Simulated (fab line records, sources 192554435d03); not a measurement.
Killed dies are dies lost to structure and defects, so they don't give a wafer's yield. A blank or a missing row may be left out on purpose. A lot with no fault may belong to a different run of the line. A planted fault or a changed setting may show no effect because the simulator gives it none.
fab line records	flow n5-finfet
record: lots: 24	wafers: 72	last-day: 18
route steps=1938 shown BEOL_M5@1150 BEOL_M6@1198
lots that met no fault: taken from a fault-free run of the same line
start-h: hours from the record's opening day to when the first of the lot's shown wafers began	wait-h: hours elapsed since this lot's preceding step	" the same as in the row above	L1.1+2: several wafers, shown together as one row	- no value present, or no start provided	* or withheld: withheld	< > ~ a bound
route shown NAME@n: names a module that has steps shown in the file, with the first one's number in the route	usual: average and standard deviation across the fault-free wafers	same: alike in all rows	chamber/n: place in a boat	sites: each site's reading	_std_site: how widely they spread, as a standard deviation	_edge_site: outer sites' mean less inner sites'	radius-mm: for every site, how far away it sits from the centre of the wafer	mask NAME#n: copy n	behind: the most recent tool/chamber to have shaped the wafer	hold: reason for holding the lot/hours on hold/outcome of the hold	device: whichever transistor did not switch (one of n, p or np)	end of line: the same wafers' tests at the end of the route	for a step that has no rows: nothing shown but its recipe	killed: not the wafer's yield, but the dies lost to structure and defects at the first sort	map: a wafer's dies, x killed, . not, _ none there
set.NAME: setting as actually run; set.NAME@STEP: the setting as run at that earlier step	model.NAME: the simulator's own value behind a step, which no gauge read
one table for each step of the route and one row for each wafer, over a sample of lots
services: the hour from which a tool's chamber was out of use, counted from the record's first day as start-h (under 0 if before that day), plus the number of hours and why
== steps ==
step: N5_BEOL_M5_INSPECT_30
recipe: mode: adi	inspect-instrument: brightfield
usual: raw-defect-count: 450/110
lot.wafer	tool	chamber	start-h	wait-h	raw-defect-count
L075.1	defect-inspect-02	-	168.65	0.1	661
L075.3	"	-	"	"	592
L075.5	"	-	"	"	771
L074.2	defect-inspect-02	-	173.13	0.0	351
L074.3	"	-	"	"	535
L074.6	"	-	"	"	351
L076.2	defect-inspect-02	-	175.27	0.0	698
L076.5	"	-	"	"	653
L076.6	"	-	"	"	481
L077.2	defect-inspect-01	-	189.68	0.0	347
L077.3	"	-	"	"	448
L077.6	"	-	"	"	432
L078.2	defect-inspect-01	-	190.88	0.0	604
L078.3	"	-	"	"	454
L078.6	"	-	"	"	457
L079.1	defect-inspect-01	-	200.54	0.1	385
L079.2	"	-	"	"	429
L079.5	"	-	"	"	390
L080.1	defect-inspect-01	-	207.36	0.1	433
L080.4	"	-	"	"	332
L080.5	"	-	"	"	373
L081.3	defect-inspect-02	-	216.38	0.0	408
L081.4	"	-	"	"	429
L081.6	"	-	"	"	509
L082.1	defect-inspect-02	-	216.56	0.1	376
L082.2	"	-	"	"	376
L082.4	"	-	"	"	421
L084.3	defect-inspect-02	-	222.05	0.0	348
L084.4	"	-	"	"	398
L084.6	"	-	"	"	431
L083.1	defect-inspect-01	-	226.87	0.1	524
L083.3	"	-	"	"	579
L083.5	"	-	"	"	544
L085.3	defect-inspect-01	-	233.13	0.0	378
L085.5	"	-	"	"	604
L085.6	"	-	"	"	360
L087.3	defect-inspect-02	-	252.97	0.0	540
L087.4	"	-	"	"	295
L087.5	"	-	"	"	519
L086.1	defect-inspect-01	-	260.43	0.1	477
L086.3	"	-	"	"	493
L086.4	"	-	"	"	492
L088.1	defect-inspect-02	-	260.88	0.1	267
L088.3	"	-	"	"	234
L088.4	"	-	"	"	261
L089.2	defect-inspect-02	-	280.11	0.1	418
L089.4	"	-	"	"	464
L089.5	"	-	"	"	544
L090.1	defect-inspect-02	-	280.72	0.1	443
L090.3	"	-	"	"	534
L090.5	"	-	"	"	357
L093.2	defect-inspect-01	-	280.96	0.0	398
L093.4	"	-	"	"	395
L093.6	"	-	"	"	578
L091.3	defect-inspect-01	-	290.62	0.0	727
L091.5	"	-	"	"	568
L091.6	"	-	"	"	611
L092.1	defect-inspect-02	-	294.34	0.1	479
L092.2	"	-	"	"	381
L092.3	"	-	"	"	354
L095.1	defect-inspect-02	-	306.04	0.1	338
L095.3	"	-	"	"	417
L095.6	"	-	"	"	301
L094.3	defect-inspect-01	-	312.65	0.0	400
L094.5	"	-	"	"	445
L094.6	"	-	"	"	418
L097.1	defect-inspect-01	-	319.39	0.1	489
L097.3	"	-	"	"	504
L097.6	"	-	"	"	532
L096.1	defect-inspect-01	-	325.47	0.1	323
L096.4	"	-	"	"	412
L096.5	"	-	"	"	531
step: N5_BEOL_M5_ETCH_41
recipe: chemistry: CH3F/O2	target: SiCN	target-depth-a: 315	taper-deg: 2	time-s: 56.7	ion-energy-ev: 120	mask-material: TiN	pressure-mtorr: 30	source-w: 395	bias-w: 75	Ar_flow_sccm: 150	CH3F_flow_sccm: 30	O2_flow_sccm: 20
usual: drypump-motor-current-A: 5.7/0.58	mfc-ar-sccm: 150.0/0.45	oes-product-au: 0.79/0.093	rf-vpp-V: 297.5/1.3	showerhead-plenum-p-Torr: 2.01/0.051	throttle-valve-pct: 16.32/0.26
lot.wafer	tool	chamber	start-h	wait-h	drypump-motor-current-A	mfc-ar-sccm	oes-product-au	rf-hours-counter-h	rf-vpp-V	showerhead-plenum-p-Torr	throttle-valve-pct
L075.1	rie-diel-01	1	-	-	4.8	149.6	0.71	194	298.3	2.06	16.27
L075.3	"	2	"	"	6.0	149.6	0.81	85	297.5	2.03	16.36
L075.5	"	1	"	"	4.8	150.2	0.70	-	299.6	2.06	16.29
L074.2	rie-diel-06	0	-	-	6.2	149.9	0.75	168	294.4	1.91	16.52
L074.3	"	3	"	"	5.7	150.1	0.80	102	297.5	2.10	16.24
L074.6	"	0	"	"	6.2	150.1	0.75	-	295.5	1.91	16.51
L076.2	rie-diel-06	2	-	-	5.0	149.7	0.90	31	297.7	1.96	15.84
L076.5	"	3	"	"	5.8	150.3	0.81	-	301.0	2.10	16.25
L076.6	"	0	"	"	6.2	149.9	0.76	-	295.5	1.91	16.54
L077.2	rie-diel-01	2	-	-	6.0	149.8	0.81	91	298.1	2.03	16.35
L077.3	"	3	"	"	5.9	149.7	0.72	192	296.5	1.91	16.45
L077.6	"	1	"	"	4.8	149.4	0.70	-	298.4	2.05	16.30
L078.2	rie-diel-03	1	-	-	5.7	150.4	0.90	25	298.5	2.04	16.04
L078.3	"	3	"	"	5.4	150.6	0.70	212	297.7	2.06	16.54
L078.6	"	3	"	"	5.4	150.1	0.70	-	297.8	2.06	16.54
L079.1	rie-diel-03	2	-	-	6.6	150.2	0.68	245	297.1	1.98	16.65
L079.2	"	3	"	"	5.4	149.8	0.70	216	297.3	2.06	16.54
L079.5	"	3	"	"	5.5	149.5	0.70	-	298.6	2.06	16.56
L080.1	rie-diel-06	1	-	-	5.0	150.2	0.70	221	297.3	1.97	16.38
L080.4	"	2	"	"	4.9	150.2	0.89	39	296.4	1.96	15.87
L080.5	"	0	"	"	6.2	149.4	0.75	-	295.1	1.91	16.51
L081.3	rie-diel-01	0	-	-	5.2	151.1	0.76	163	298.7	2.00	16.66
L081.4	"	3	"	"	5.9	149.8	0.71	200	295.6	1.91	16.46
L081.6	"	0	"	"	5.2	150.3	0.76	-	297.7	2.00	16.65
L082.1	rie-diel-03	2	-	-	6.6	150.1	0.66	250	297.4	1.98	16.63
L082.2	"	3	"	"	5.4	149.1	0.70	221	298.5	2.06	16.56
L082.4	"	0	"	"	6.5	149.6	0.98	4	298.8	2.05	15.82
L084.3	rie-diel-03	1	-	-	5.7	149.2	0.88	36	299.9	2.03	16.06
L084.4	"	1	"	"	5.7	149.5	0.88	-	298.7	2.03	16.06
L084.6	"	0	"	"	6.5	149.2	0.98	-	298.1	2.04	15.82
L083.1	rie-diel-01	2	-	-	6.0	149.4	0.79	102	296.6	2.03	16.37
L083.3	"	0	"	"	5.2	149.4	0.75	165	297.2	2.00	16.64
L083.5	"	3	"	"	5.9	150.4	0.72	-	294.8	1.90	16.48
L085.3	rie-diel-03	0	-	-	6.5	148.3	0.96	11	297.7	2.04	15.83
L085.5	"	3	"	"	5.4	150.2	0.70	-	297.8	2.06	16.58
L085.6	"	1	"	"	5.7	149.8	0.88	-	298.1	2.03	16.08
L087.3	rie-diel-06	1	-	-	5.1	149.6	0.71	235	297.9	1.97	16.41
L087.4	"	3	"	"	5.7	150.5	0.78	125	298.2	2.09	16.28
L087.5	"	0	"	"	6.2	149.9	0.73	-	295.9	1.91	16.54
L086.1	rie-diel-03	2	-	-	6.6	150.2	0.94	7	295.1	1.97	16.22
L086.3	"	1	"	"	5.7	149.7	0.85	49	297.9	2.03	16.08
L086.4	"	3	"	"	5.4	150.8	0.68	237	297.5	2.05	16.58
L088.1	rie-diel-01	1	-	-	4.8	149.8	0.70	219	299.0	2.05	16.33
L088.3	"	3	"	"	5.9	151.1	0.72	213	295.7	1.90	16.49
L088.4	"	0	"	"	5.2	149.7	0.75	171	298.3	2.00	16.64
L089.2	rie-diel-03	2	-	-	6.6	150.1	0.92	12	296.2	1.97	16.22
L089.4	"	3	"	"	5.4	150.3	0.68	243	299.2	2.05	16.61
L089.5	"	1	"	"	5.7	149.9	0.84	-	297.2	2.03	16.11
L090.1	rie-diel-03	1	-	-	5.7	150.5	0.85	56	298.5	2.03	16.08
L090.3	"	0	"	"	6.5	149.9	0.92	26	297.9	2.04	15.88
L090.5	"	2	"	"	6.6	150.3	0.92	-	295.5	1.97	16.21
L093.2	rie-diel-01	2	-	-	6.0	150.4	0.78	119	296.5	2.02	16.42
L093.4	"	1	"	"	4.8	149.6	0.69	226	298.4	2.05	16.34
L093.6	"	0	"	"	5.2	149.8	0.74	-	296.9	2.00	16.67
L091.3	rie-diel-03	2	-	-	6.6	151.1	0.91	14	297.1	1.97	16.23
L091.5	"	0	"	"	6.5	149.8	0.92	-	297.9	2.04	15.88
L091.6	"	1	"	"	5.7	150.0	0.85	-	299.3	2.03	16.08
L092.1	rie-diel-01	2	-	-	6.0	150.0	0.77	120	296.5	2.02	16.42
L092.2	"	1	"	"	4.8	150.1	0.68	227	298.0	2.05	16.36
L092.3	"	0	"	"	5.2	150.6	0.74	179	298.1	2.00	16.68
L095.1	rie-diel-01	2	-	-	6.0	150.0	0.78	124	298.2	2.02	16.43
L095.3	"	0	"	"	5.2	149.6	0.75	183	297.0	2.00	16.70
L095.6	"	0	"	"	5.2	149.9	0.75	-	296.2	2.00	16.68
L094.3	rie-diel-03	0	-	-	6.5	151.0	0.91	36	298.7	2.04	15.91
L094.5	"	2	"	"	6.6	149.3	0.90	-	298.3	1.97	16.26
L094.6	"	1	"	"	5.7	149.6	0.84	-	298.6	2.02	16.12
L097.1	rie-diel-03	0	-	-	6.5	150.3	0.90	39	298.5	2.03	15.90
L097.3	"	2	"	"	6.6	150.7	0.90	-	295.8	1.97	16.25
L097.6	"	2	"	"	6.6	150.0	0.90	-	295.3	1.97	16.25
L096.1	rie-diel-01	2	-	-	6.0	150.4	0.77	131	297.6	2.02	16.45
L096.4	"	0	"	"	5.2	150.3	0.74	189	296.9	1.99	16.71
L096.5	"	1	"	"	4.8	149.8	0.68	-	296.7	2.04	16.35
step: N5_BEOL_M5_OCD_MEAS_38
usual: trench-depth-nm: 71.6/1.5
lot.wafer	tool	chamber	start-h	wait-h	trench-depth-nm
L075.1	ocd-01	-	169.10	-	70.1
L075.3	"	-	"	"	73.7
L075.5	"	-	"	"	69.7
L074.2	ocd-01	-	173.67	-	70.2
L074.3	"	-	"	"	72.2
L074.6	"	-	"	"	70.1
L076.2	ocd-02	-	175.73	-	71.9
L076.5	"	-	"	"	71.3
L076.6	"	-	"	"	69.8
L077.2	ocd-01	-	190.14	-	73.4
L077.3	"	-	"	"	69.2
L077.6	"	-	"	"	70.7
L078.2	ocd-02	-	191.59	-	70.6
L078.3	"	-	"	"	72.0
L078.6	"	-	"	"	72.1
L079.1	ocd-02	-	200.99	-	70.4
L079.2	"	-	"	"	72.1
L079.5	"	-	"	"	72.1
L080.1	ocd-01	-	207.82	-	70.1
L080.4	"	-	"	"	73.0
L080.5	"	-	"	"	70.1
L081.3	ocd-01	-	216.84	-	71.8
L081.4	"	-	"	"	68.1
L081.6	"	-	"	"	72.0
L082.1	ocd-02	-	217.01	-	69.1
L082.2	"	-	"	"	71.0
L082.4	"	-	"	"	72.6
L084.3	ocd-02	-	222.50	-	70.8
L084.4	"	-	"	"	69.4
L084.6	"	-	"	"	72.0
L083.1	ocd-02	-	227.32	-	73.0
L083.3	"	-	"	"	71.7
L083.5	"	-	"	"	67.8
L085.3	ocd-01	-	234.07	-	74.2
L085.5	"	-	"	"	72.0
L085.6	"	-	"	"	70.8
L087.3	ocd-01	-	253.42	-	70.2
L087.4	"	-	"	"	72.3
L087.5	"	-	"	"	69.6
L086.1	ocd-02	-	260.90	-	74.0
L086.3	"	-	"	"	71.4
L086.4	"	-	"	"	72.4
L088.1	ocd-02	-	261.34	-	70.9
L088.3	"	-	"	"	68.6
L088.4	"	-	"	"	73.0
L089.2	ocd-01	-	280.56	-	74.0
L089.4	"	-	"	"	71.4
L089.5	"	-	"	"	69.8
L090.1	ocd-02	-	281.18	-	71.1
L090.3	"	-	"	"	73.9
L090.5	"	-	"	"	74.0
L093.2	ocd-01	-	281.62	-	72.8
L093.4	"	-	"	"	71.0
L093.6	"	-	"	"	73.7
L091.3	ocd-02	-	291.12	-	75.0
L091.5	"	-	"	"	73.1
L091.6	"	-	"	"	70.1
L092.1	ocd-02	-	294.79	-	72.4
L092.2	"	-	"	"	70.6
L092.3	"	-	"	"	73.1
L095.1	ocd-02	-	306.54	-	72.2
L095.3	"	-	"	"	72.9
L095.6	"	-	"	"	72.1
L094.3	ocd-01	-	313.26	-	73.5
L094.5	"	-	"	"	74.6
L094.6	"	-	"	"	71.0
L097.1	ocd-02	-	320.24	-	72.7
L097.3	"	-	"	"	73.8
L097.6	"	-	"	"	73.3
L096.1	ocd-01	-	325.93	-	72.0
L096.4	"	-	"	"	72.6
L096.5	"	-	"	"	70.9
step: N5_BEOL_M6_HM_DEP_02
recipe: material: TiN	target-thk-a: 200	temp-c: 25	chamber-pressure-pa: 0.49996
usual: throttle-valve-pct: 30.2/0.78
lot.wafer	tool	chamber	start-h	wait-h	throttle-valve-pct
L075.1	pvd-sputter-02	-	179.50	2.4	30.6
L075.3	"	-	"	"	29.8
L075.5	"	-	"	"	30.8
L074.2	pvd-sputter-02	-	181.64	0.4	30.8
L074.3	"	-	"	"	30.1
L074.6	"	-	"	"	29.9
L076.2	pvd-sputter-01	-	184.72	1.6	30.6
L076.5	"	-	"	"	29.5
L076.6	"	-	"	"	30.9
L077.2	pvd-sputter-01	-	200.29	2.2	29.2
L077.3	"	-	"	"	31.0
L077.6	"	-	"	"	29.1
L078.2	pvd-sputter-01	-	200.49	0.7	30.9
L078.3	"	-	"	"	31.1
L078.6	"	-	"	"	30.9
L079.1	pvd-sputter-02	-	211.93	1.1	29.8
L079.2	"	-	"	"	30.8
L079.5	"	-	"	"	30.3
L080.1	pvd-sputter-03	-	217.41	1.0	30.1
L080.4	"	-	"	"	28.6
L080.5	"	-	"	"	30.1
L081.3	pvd-sputter-01	-	226.43	2.0	29.4
L081.4	"	-	"	"	31.1
L081.6	"	-	"	"	30.7
L082.1	pvd-sputter-01	-	226.63	1.2	30.7
L082.2	"	-	"	"	30.9
L082.4	"	-	"	"	30.6
L083.1	pvd-sputter-03	-	235.61	0.9	28.4
L083.3	"	-	"	"	29.7
L083.5	"	-	"	"	28.7
L084.3	pvd-sputter-01	-	236.56	1.1	30.9
L084.4	"	-	"	"	29.1
L084.6	"	-	"	"	29.3
L085.3	pvd-sputter-02	-	242.94	0.8	30.9
L085.5	"	-	"	"	29.8
L085.6	"	-	"	"	30.6
L087.3	pvd-sputter-01	-	262.11	0.5	29.3
L087.4	"	-	"	"	30.9
L087.5	"	-	"	"	30.9
L086.1	pvd-sputter-02	-	270.73	2.1	30.6
L086.3	"	-	"	"	29.6
L086.4	"	-	"	"	29.5
L088.1	pvd-sputter-02	-	270.83	1.5	30.6
L088.3	"	-	"	"	30.6
L088.4	"	-	"	"	29.7
L089.2	pvd-sputter-03	-	290.90	2.8	28.8
L089.4	"	-	"	"	29.9
L089.5	"	-	"	"	29.8
L090.1	pvd-sputter-03	-	292.11	0.3	30.8
L090.3	"	-	"	"	29.0
L090.5	"	-	"	"	29.8
L093.2	pvd-sputter-03	-	295.47	0.9	30.8
L093.4	"	-	"	"	29.2
L093.6	"	-	"	"	29.9
L091.3	pvd-sputter-01	-	299.52	0.6	30.7
L091.5	"	-	"	"	30.7
L091.6	"	-	"	"	30.9
L092.1	pvd-sputter-01	-	303.30	0.9	30.8
L092.2	"	-	"	"	30.8
L092.3	"	-	"	"	31.1
L095.1	pvd-sputter-01	-	316.56	1.1	30.8
L095.3	"	-	"	"	30.7
L095.6	"	-	"	"	31.0
L094.3	pvd-sputter-03	-	323.82	2.5	29.3
L094.5	"	-	"	"	28.7
L094.6	"	-	"	"	29.1
L097.1	pvd-sputter-03	-	329.39	1.2	29.1
L097.3	"	-	"	"	29.0
L097.6	"	-	"	"	30.6
L096.1	pvd-sputter-01	-	335.29	0.2	30.4
L096.4	"	-	"	"	29.4
L096.5	"	-	"	"	29.4
step: N5_BEOL_M6_INSPECT_13
recipe: mode: adi	inspect-instrument: brightfield
usual: raw-defect-count: 433/110
lot.wafer	tool	chamber	start-h	wait-h	raw-defect-count
L075.1	defect-inspect-02	-	179.92	0.0	317
L075.3	"	-	"	"	536
L075.5	"	-	"	"	262
L074.2	defect-inspect-02	-	182.19	0.0	514
L074.3	"	-	"	"	369
L074.6	"	-	"	"	326
L076.2	defect-inspect-01	-	185.27	0.0	383
L076.5	"	-	"	"	386
L076.6	"	-	"	"	457
L077.2	defect-inspect-01	-	200.84	0.0	500
L077.3	"	-	"	"	557
L077.6	"	-	"	"	500
L078.2	defect-inspect-01	-	201.04	0.0	547
L078.3	"	-	"	"	493
L078.6	"	-	"	"	418
L079.1	defect-inspect-01	-	212.48	0.0	405
L079.2	"	-	"	"	371
L079.5	"	-	"	"	361
L080.1	defect-inspect-02	-	217.96	0.0	224
L080.4	"	-	"	"	333
L080.5	"	-	"	"	307
L081.3	defect-inspect-01	-	226.85	0.0	340
L081.4	"	-	"	"	329
L081.6	"	-	"	"	392
L082.1	defect-inspect-01	-	227.19	0.0	500
L082.2	"	-	"	"	345
L082.4	"	-	"	"	623
L083.1	defect-inspect-02	-	236.16	0.0	396
L083.3	"	-	"	"	399
L083.5	"	-	"	"	494
L084.3	defect-inspect-02	-	237.11	0.0	464
L084.4	"	-	"	"	357
L084.6	"	-	"	"	443
L085.3	defect-inspect-02	-	243.37	0.0	251
L085.5	"	-	"	"	316
L085.6	"	-	"	"	294
L087.3	defect-inspect-02	-	262.56	0.0	455
L087.4	"	-	"	"	453
L087.5	"	-	"	"	342
L086.1	defect-inspect-01	-	271.28	0.0	340
L086.3	"	-	"	"	376
L086.4	"	-	"	"	414
L088.1	defect-inspect-02	-	271.44	0.0	501
L088.3	"	-	"	"	637
L088.4	"	-	"	"	502
L089.2	defect-inspect-01	-	291.45	0.0	260
L089.4	"	-	"	"	316
L089.5	"	-	"	"	302
L090.1	defect-inspect-02	-	292.54	0.0	506
L090.3	"	-	"	"	565
L090.5	"	-	"	"	399
L093.2	defect-inspect-01	-	296.02	0.0	566
L093.4	"	-	"	"	338
L093.6	"	-	"	"	668
L091.3	defect-inspect-02	-	299.94	0.0	403
L091.5	"	-	"	"	358
L091.6	"	-	"	"	482
L092.1	defect-inspect-02	-	303.85	0.0	847
L092.2	"	-	"	"	676
L092.3	"	-	"	"	647
L095.1	defect-inspect-01	-	317.11	0.0	385
L095.3	"	-	"	"	365
L095.6	"	-	"	"	499
L094.3	defect-inspect-01	-	324.38	0.0	391
L094.5	"	-	"	"	363
L094.6	"	-	"	"	431
L097.1	defect-inspect-01	-	329.97	0.0	503
L097.3	"	-	"	"	715
L097.6	"	-	"	"	451
L096.1	defect-inspect-01	-	335.84	0.0	331
L096.4	"	-	"	"	330
L096.5	"	-	"	"	566
step: N5_BEOL_M6_ETCH_61
recipe: chemistry: CF4	target: SiARC	target-depth-a: 455	mask-material: CAR-ArF	time-s: 75.8	ion-energy-ev: 80	pressure-mtorr: 40	source-w: 545	bias-w: 36	Ar_flow_sccm: 100	cf4-flow-sccm: 100	ends: cleared
usual: drypump-motor-current-A: 5.7/0.4	etch-rf-on-time-s: 75.5/1.2	mfc-ar-sccm: 100.0/0.3	oes-product-au: 0.71/0.069	rf-vpp-V: 184.1/1.2	showerhead-plenum-p-Torr: 2.14/0.07	throttle-valve-pct: 15.48/0.19
lot.wafer	tool	chamber	start-h	wait-h	drypump-motor-current-A	etch-rf-on-time-s	mfc-ar-sccm	oes-product-au	rf-hours-counter-h	rf-vpp-V	showerhead-plenum-p-Torr	throttle-valve-pct
L075.1	rie-diel-05	0	179.99	0.0	5.8	75.3	100.2	0.77	26	183.2	2.08	15.33
L075.3	"	2	"	"	6.6	77.2	99.6	0.59	242	184.0	2.21	16.04
L075.5	"	0	"	"	5.8	75.7	100.1	0.77	-	182.7	2.08	15.35
L074.2	rie-diel-05	0	182.26	0.0	5.8	74.8	99.7	0.77	27	182.2	2.08	15.34
L074.3	"	1	"	"	5.6	73.3	99.9	0.74	48	181.8	2.09	15.56
L074.6	"	2	"	"	6.5	76.3	99.5	0.59	-	185.4	2.21	16.02
L076.2	rie-diel-02	1	185.34	0.0	5.3	75.4	99.8	0.75	56	185.6	2.17	15.45
L076.5	"	2	"	"	6.2	75.9	100.0	0.70	-	185.8	2.24	15.34
L076.6	"	1	"	"	5.3	75.7	100.1	0.74	-	183.5	2.17	15.48
L077.2	rie-diel-04	2	201.09	0.0	5.8	74.7	99.5	0.59	248	183.6	2.11	15.83
L077.3	"	3	"	"	6.5	76.0	100.3	0.61	209	185.4	2.20	15.66
L077.6	"	3	"	"	6.5	76.4	99.9	0.60	-	184.4	2.20	15.66
L078.2	rie-diel-04	0	201.56	0.0	5.2	75.7	99.5	0.80	4	183.8	2.11	15.08
L078.3	"	3	"	"	6.5	76.6	100.9	0.61	210	183.8	2.20	15.69
L078.6	"	0	"	"	5.2	75.2	99.9	0.81	-	183.2	2.11	15.08
L079.1	rie-diel-05	0	212.55	0.0	5.7	75.3	100.1	0.76	38	184.0	2.08	15.39
L079.2	"	3	"	"	5.2	75.3	100.0	0.75	45	186.7	2.28	15.54
L079.5	"	1	"	"	5.6	74.8	100.0	0.72	-	183.1	2.09	15.58
L080.1	rie-diel-02	0	218.04	0.0	5.8	77.0	100.6	0.61	205	181.7	2.04	15.63
L080.4	"	2	"	"	6.2	75.2	100.0	0.69	92	185.5	2.23	15.37
L080.5	"	1	"	"	5.2	76.5	100.1	0.71	-	185.5	2.16	15.47
L081.3	rie-diel-05	0	227.11	0.0	5.8	74.9	100.0	0.74	44	184.2	2.08	15.37
L081.4	"	1	"	"	5.6	74.3	99.7	0.71	-	182.9	2.09	15.60
L081.6	"	3	"	"	5.2	74.8	100.2	0.74	-	186.1	2.28	15.55
L082.1	rie-diel-05	3	227.50	0.0	5.2	75.6	100.2	0.73	52	185.0	2.28	15.55
L082.2	"	1	"	"	5.6	74.8	99.7	0.71	64	183.5	2.09	15.60
L082.4	"	3	"	"	5.2	74.9	100.1	0.74	-	185.7	2.28	15.55
L083.1	rie-diel-02	1	236.23	0.0	5.2	77.0	100.1	0.70	75	184.0	2.16	15.48
L083.3	"	0	"	"	5.8	77.0	100.0	0.60	210	183.2	2.03	15.63
L083.5	"	0	"	"	5.8	77.7	99.9	0.60	-	183.7	2.03	15.65
L084.3	rie-diel-04	2	237.18	0.0	5.8	71.8	100.5	0.90	0	182.7	2.11	15.37
L084.4	"	1	"	"	5.3	73.0	100.6	0.73	60	184.9	2.16	15.39
L084.6	"	2	"	"	5.8	72.3	100.1	0.89	-	183.3	2.11	15.36
L085.3	rie-diel-04	3	243.52	0.0	6.5	76.6	99.8	0.59	227	184.4	2.19	15.71
L085.5	"	2	"	"	5.8	73.7	100.1	0.88	-	183.0	2.10	15.35
L085.6	"	1	"	"	5.4	74.1	100.0	0.74	-	185.2	2.16	15.38
L087.3	rie-diel-02	3	262.62	0.0	5.7	76.5	100.4	0.72	45	185.2	2.18	15.26
L087.4	"	0	"	"	5.8	77.3	100.2	0.61	220	181.9	2.03	15.65
L087.5	"	3	"	"	5.7	75.8	100.1	0.72	-	184.0	2.18	15.23
L086.1	rie-diel-05	1	271.44	0.0	5.6	74.2	99.5	0.71	79	184.2	2.08	15.62
L086.3	"	0	"	"	5.7	74.4	99.5	0.73	60	183.3	2.07	15.40
L086.4	"	2	"	"	6.5	75.4	99.7	0.82	13	184.8	2.20	15.60
L088.1	rie-diel-04	3	271.63	0.0	6.5	77.5	100.0	0.59	234	184.3	2.19	15.73
L088.3	"	0	"	"	5.2	75.9	100.0	0.74	29	182.9	2.11	15.14
L088.4	"	2	"	"	5.8	74.5	99.9	0.82	14	183.9	2.10	15.39
L089.2	rie-diel-02	2	291.61	0.0	6.2	76.7	100.1	0.67	114	185.7	2.23	15.41
L089.4	"	0	"	"	5.8	77.9	99.9	0.60	228	183.0	2.03	15.69
L089.5	"	3	"	"	5.7	76.9	100.0	0.71	-	184.6	2.17	15.26
L090.1	rie-diel-04	0	292.61	0.0	5.2	75.8	99.8	0.73	36	182.0	2.10	15.14
L090.3	"	2	"	"	5.8	73.2	100.0	0.83	21	184.0	2.10	15.39
L090.5	"	2	"	"	5.8	73.4	99.8	0.82	-	182.7	2.10	15.40
L093.2	rie-diel-02	3	296.09	0.0	5.7	76.0	99.4	0.72	54	184.4	2.17	15.26
L093.4	"	2	"	"	6.2	75.8	100.0	0.66	115	184.6	2.23	15.40
L093.6	"	3	"	"	5.7	76.8	100.0	0.71	-	185.3	2.17	15.28
L091.3	rie-diel-05	3	300.01	0.0	5.2	74.8	99.9	0.71	76	186.0	2.27	15.60
L091.5	"	1	"	"	5.6	74.1	99.9	0.70	-	182.6	2.08	15.65
L091.6	"	2	"	"	6.5	75.0	100.1	0.79	-	184.7	2.20	15.61
L092.1	rie-diel-02	3	303.92	0.0	5.7	75.5	99.5	0.71	56	185.3	2.17	15.26
L092.2	"	2	"	"	6.2	75.7	99.8	0.67	118	185.4	2.22	15.41
L092.3	"	0	"	"	5.8	76.5	100.4	0.60	231	182.0	2.03	15.69
L095.1	rie-diel-05	3	317.18	0.0	5.2	75.4	99.9	0.70	81	185.5	2.27	15.61
L095.3	"	2	"	"	6.5	74.5	100.6	0.77	27	184.9	2.19	15.61
L095.6	"	0	"	"	5.7	74.4	100.4	0.71	-	182.3	2.07	15.44
L094.3	rie-diel-02	0	324.45	0.0	5.8	77.0	100.2	0.59	238	181.8	2.03	15.70
L094.5	"	3	"	"	5.6	75.8	99.7	0.71	-	182.9	2.17	15.28
L094.6	"	2	"	"	6.2	75.8	99.8	0.66	-	185.7	2.22	15.43
L097.1	rie-diel-02	3	330.25	0.0	5.7	77.0	100.0	0.70	66	184.4	2.17	15.28
L097.3	"	1	"	"	5.2	76.5	100.0	0.68	103	183.7	2.15	15.55
L097.6	"	0	"	"	5.8	77.4	100.3	0.59	-	183.5	2.03	15.68
L096.1	rie-diel-04	0	336.18	0.0	5.2	76.2	99.7	0.71	55	184.1	2.10	15.18
L096.4	"	2	"	"	5.8	73.7	99.9	0.78	-	184.5	2.09	15.44
L096.5	"	0	"	"	5.2	75.9	100.2	0.72	-	183.2	2.10	15.18
== services ==
tool	chamber	start-h	hours	kind
pvd-sputter-02	-	151.48	2.4	repair
rie-diel-06	0	160.21	2.8	repair
rie-diel-04	2	165.46	6.9	repair
rie-diel-03	0	178.59	-	clean
rie-diel-03	0	178.59	-	consumable-replace:focus-ring
rie-diel-03	0	178.59	26.3	scheduled-down
rie-diel-03	0	178.59	26.3	vent-cycle
rie-diel-04	0	212.51	4.9	repair
rie-diel-06	0	213.00	3.4	repair
rie-diel-04	2	214.43	1.4	repair
rie-diel-03	2	217.30	-	clean
rie-diel-03	2	217.30	-	consumable-replace:focus-ring
rie-diel-03	2	217.30	20.1	scheduled-down
rie-diel-03	2	217.30	20.1	vent-cycle
rie-diel-01	1	226.18	3.6	repair
rie-diel-01	0	241.59	12.8	repair
rie-diel-03	2	266.47	4.2	repair
rie-diel-06	1	290.13	8.6	repair
rie-diel-01	-	294.76	1.2	repair
rie-diel-04	3	302.35	11.0	repair
rie-diel-03	3	303.82	-	clean
rie-diel-03	3	303.82	-	consumable-replace:focus-ring
rie-diel-03	3	303.82	16.7	scheduled-down
rie-diel-05	-	312.36	2.8	pm
== key ==
fault none
